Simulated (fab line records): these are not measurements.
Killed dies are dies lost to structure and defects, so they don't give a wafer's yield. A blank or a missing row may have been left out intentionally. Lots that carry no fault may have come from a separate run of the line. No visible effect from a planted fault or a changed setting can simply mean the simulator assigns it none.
Which of the tools did it?	flow nand-harc	Sampling: 12 lots, 36 wafers, 5 of 1302 route steps

== WHAT THE GAUGES SHOWED, per wafer ==
NHARC_END_SORT_01. Usual: killed-at-array 56, standard deviation 19; killed-at-other 0.6, standard deviation 1; killed-at-periphery 3.9, standard deviation 2.7; killed-dies 61, standard deviation 19; killed-open 3.3, standard deviation 1.9; killed-short 2.4, standard deviation 1.7.
lot	measured	on	killed-at-array	killed-at-other	killed-at-periphery	killed-dies	killed-open	killed-short	flag
L990	day 25 09:58	prober-01	26 29 26	0 1 1	2 2 5	28 32 32	4 1 2	0 3 0	
L991	day 25 04:16	prober-02	97 86 93	4 0 0	2 5 3	103 91 96	5 3 4	4 1 4	
L992	day 25 12:58	prober-02	68 75 59	0 0 0	2 1 1	70 76 60	4 3 2	2 4 1	
L993	day 25 17:46	prober-01	52 39 49	0 0 1	3 0 1	55 39 51	1 0 3	4 1 5	
L994	day 26 15:25	prober-02	72 56 63	0 1 2	7 7 6	79 64 71	2 9 9	3 1 5	
L995	day 27 21:47	prober-02	51 62 64	0 0 0	1 2 0	52 64 64	2 4 2	4 3 4	
L998	day 28 06:38	prober-01	33 25 32	0 0 3	1 2 2	34 27 37	3 3 4	3 1 1	
L107	day 31 23:44	prober-01	62 49 46	1 1 0	8 4 5	71 54 51	5 2 5	3 3 0	
L108	day 31 22:58	prober-02	61 78 68	0 0 0	1 4 5	62 82 73	7 4 1	2 1 5	
L109	day 32 21:01	prober-02	78 76 80	0 0 0	1 3 4	79 79 84	4 6 2	1 2 4	
L110	day 32 18:44	prober-01	67 48 52	1 1 1	4 3 5	72 52 58	5 1 2	2 1 4	
L112	day 33 04:50	prober-02	69 75 79	0 0 0	6 0 9	75 75 88	2 2 3	7 6 1	

== WHAT TOOL EACH LOT RAN ON (gives the tool, then ch and the chambers of the sampled wafers, and finally the start) ==
lot	NHARC_P_GATE_RTA_82	NHARC_P_CONTACT_DEP_30	NHARC_P_CONTACT_EXPOSE_09	NHARC_P_CONTACT_ETCH_35
L990	rtp-anneal-01 ch 0, day 6 10:19	pecvd-04 ch 0,1,2, day 6 10:35	arfi-scanner-03 ch 0, day 6 11:52	rie-diel-12 ch 0,2,3, day 6 12:17
L991	rtp-anneal-01 ch 0, day 6 13:02	pecvd-03 ch 1,2, day 6 13:20	arfi-scanner-03 ch 0, day 6 14:34	rie-diel-12 ch 0,1,2, day 6 14:59
L992	rtp-anneal-01 ch 0, day 6 23:31	pecvd-04 ch 0,1,2, day 6 23:46	arfi-scanner-02 ch 0, day 7 01:11	rie-diel-02 ch 0,2, day 7 01:35
L993	rtp-anneal-01 ch 0, day 7 14:10	pecvd-03 ch 0,2, day 7 14:28	arfi-scanner-01 ch 0, day 7 15:50	rie-diel-12 ch 1,3, day 7 16:15
L994	rtp-anneal-01 ch 0, day 7 19:20	pecvd-03 ch 0,1,2, day 7 19:37	arfi-scanner-01 ch 0, day 7 20:52	rie-diel-02 ch 2,3, day 7 21:16
L995	rtp-anneal-01 ch 0, day 8 07:11	pecvd-04 ch 0,1,2, day 8 07:26	arfi-scanner-03 ch 0, day 8 08:50	rie-diel-12 ch 0,1, day 8 09:15
L998	rtp-anneal-02 ch 0, day 9 13:46	pecvd-03 ch 0,1,2, day 9 13:59	arfi-scanner-02 ch 0, day 9 15:23	rie-diel-12 ch 0,2, day 9 15:47
L107	rtp-anneal-01 ch 0, day 13 06:19	pecvd-01 ch 0,1,2, day 13 06:35	arfi-scanner-01 ch 0, day 13 07:57	rie-diel-02 ch 0,1,3, day 13 08:22
L108	rtp-anneal-02 ch 0, day 13 17:20	pecvd-03 ch 0,2, day 13 17:36	arfi-scanner-02 ch 0, day 13 19:00	rie-diel-09 ch 0,2,3, day 13 19:26
L109	rtp-anneal-01 ch 0, day 13 23:44	pecvd-03 ch 0,1,2, day 14 00:08	arfi-scanner-01 ch 0, day 14 01:32	rie-diel-02 ch 1,2,3, day 14 01:57
L110	rtp-anneal-01 ch 0, day 14 12:23	pecvd-03 ch 0,2, day 14 12:40	arfi-scanner-03 ch 0, day 14 14:03	rie-diel-02 ch 1,2,3, day 14 14:28
L112	rtp-anneal-01 ch 0, day 15 05:50	pecvd-01 ch 0,2, day 15 06:07	arfi-scanner-02 ch 0, day 15 07:31	rie-diel-09 ch 1,2,3, day 15 07:56
- NHARC_P_GATE_RTA_82: time 30 s.
- NHARC_P_CONTACT_DEP_30: deposits SiNx, target thk 30 nm.
- NHARC_P_CONTACT_EXPOSE_09: exposes mask P CA, target cd 90 nm.
- NHARC_P_CONTACT_ETCH_35: etches the open film in CF4, target depth 39 nm, time 65 s.

== AS READ BY THE TOOLS THEMSELVES (means over the sampled wafers that have a number; for cases with no such wafer, the mark the record gives instead) ==
NHARC_P_GATE_RTA_82. Usual: lamp-power-pct 3.6 %, standard deviation 0.34; wafer_temp_C_max 452.2, standard deviation 0.61.
lot	tool	lamp-power-pct (%)	wafer_temp_C_max	flag
L990	rtp-anneal-01	3.4	452.5	
L991	rtp-anneal-01	3.4	453.0	
L992	rtp-anneal-01	3.4	452.6	
L993	rtp-anneal-01	3.4	452.1	
L994	rtp-anneal-01	3.4	452.4	
L995	rtp-anneal-01	3.4	452.6	
L998	rtp-anneal-02	4.1	451.9	
L107	rtp-anneal-01	3.4	452.7	
L108	rtp-anneal-02	4.1	451.9	
L109	rtp-anneal-01	3.4	452.6	
L110	rtp-anneal-01	3.4	452.6	
L112	rtp-anneal-01	3.4	452.5	

NHARC_P_CONTACT_DEP_30. Usual: 738 W for heater-power-w, sd 75.
lot	tool	heater-power-w (W)	flag
L990	pecvd-04	774	
L991	pecvd-03	809	
L992	pecvd-04	780	
L993	pecvd-03	765	
L994	pecvd-03	768	
L995	pecvd-04	766	
L998	pecvd-03	743	
L107	pecvd-01	733	
L108	pecvd-03	764	
L109	pecvd-03	698	
L110	pecvd-03	727	
L112	pecvd-01	679	

NHARC_P_CONTACT_EXPOSE_09. Usual: 0.0 nm for focus-offset-nm, sd 0.55.
lot	tool	focus-offset-nm (nm)	flag
L990	arfi-scanner-03	-0.4	
L991	arfi-scanner-03	-0.6	
L992	arfi-scanner-02	-1.0	
L993	arfi-scanner-01	-0.1	
L994	arfi-scanner-01	-0.3	
L995	arfi-scanner-03	0.6	
L998	arfi-scanner-02	0.4	
L107	arfi-scanner-01	0.8	
L108	arfi-scanner-02	-0.9	
L109	arfi-scanner-01	-0.6	
L110	arfi-scanner-03	-0.1	
L112	arfi-scanner-02	0.1	

NHARC_P_CONTACT_ETCH_35. Usual: bias-w 99.99 W (standard deviation 0.29); drypump-motor-current-A 5.7 A (standard deviation 0.4); mfc-ar-sccm 0.012 sccm (standard deviation 0.014); oes-product-au 1.002 a.u. (standard deviation 0.013); rf-vpp-V 151.7 V (standard deviation 1.2); showerhead-plenum-p-Torr 1.81 Torr (standard deviation 0.068); throttle-valve-pct 13.284 % (standard deviation 0.0088).
lot	tool	bias-w (W)	drypump-motor-current-A (A)	mfc-ar-sccm (sccm)	oes-product-au (a.u.)	rf-vpp-V (V)	showerhead-plenum-p-Torr (Torr)	throttle-valve-pct (%)	flag
L990	rie-diel-12	100.23	5.3	0.000	1.003	151.9	1.83	13.285	
L991	rie-diel-12	99.88	5.3	0.011	1.009	151.7	1.85	13.274	
L992	rie-diel-02	99.67	5.9	0.016	0.999	151.2	1.75	13.282	
L993	rie-diel-12	99.87	5.7	0.011	1.000	152.0	1.85	13.276	
L994	rie-diel-02	99.52	6.1	0.025	0.987	151.8	1.81	13.293	
L995	rie-diel-12	99.92	5.6	0.022	1.008	152.2	1.86	13.291	
L998	rie-diel-12	100.06	5.2	0.000	0.997	152.3	1.83	13.276	
L107	rie-diel-02	99.88	6.0	0.011	1.007	151.6	1.80	13.285	
L108	rie-diel-09	99.89	5.7	0.018	1.009	151.5	1.75	13.281	
L109	rie-diel-02	100.02	5.9	0.019	1.013	151.7	1.76	13.282	
L110	rie-diel-02	99.70	5.9	0.019	1.006	150.9	1.76	13.282	
L112	rie-diel-09	99.98	6.1	0.014	1.004	150.6	1.77	13.283	

== THE ANSWER, worked out from the rows above alone ==
Rule: take the mean of a lot's wafers that have a number; if it is more than 3 standard deviations from the usual mean, the lot is off. A lot without any number at a reading at which 4 lots or more have one is off too. Any other lot the step has rows for is counted as sound. First the gauges in route order, then the tools' own readings, where a lot's mean is used as printed above. The first step at which some lot is off is used, and at that step the reading that is off furthest; a lot without a number counts as furthest.
No lot is off on any of the readings shown, so nothing can be concluded from this.

== WHAT HAD BEEN PUT IN BY THE SIMULATOR ==
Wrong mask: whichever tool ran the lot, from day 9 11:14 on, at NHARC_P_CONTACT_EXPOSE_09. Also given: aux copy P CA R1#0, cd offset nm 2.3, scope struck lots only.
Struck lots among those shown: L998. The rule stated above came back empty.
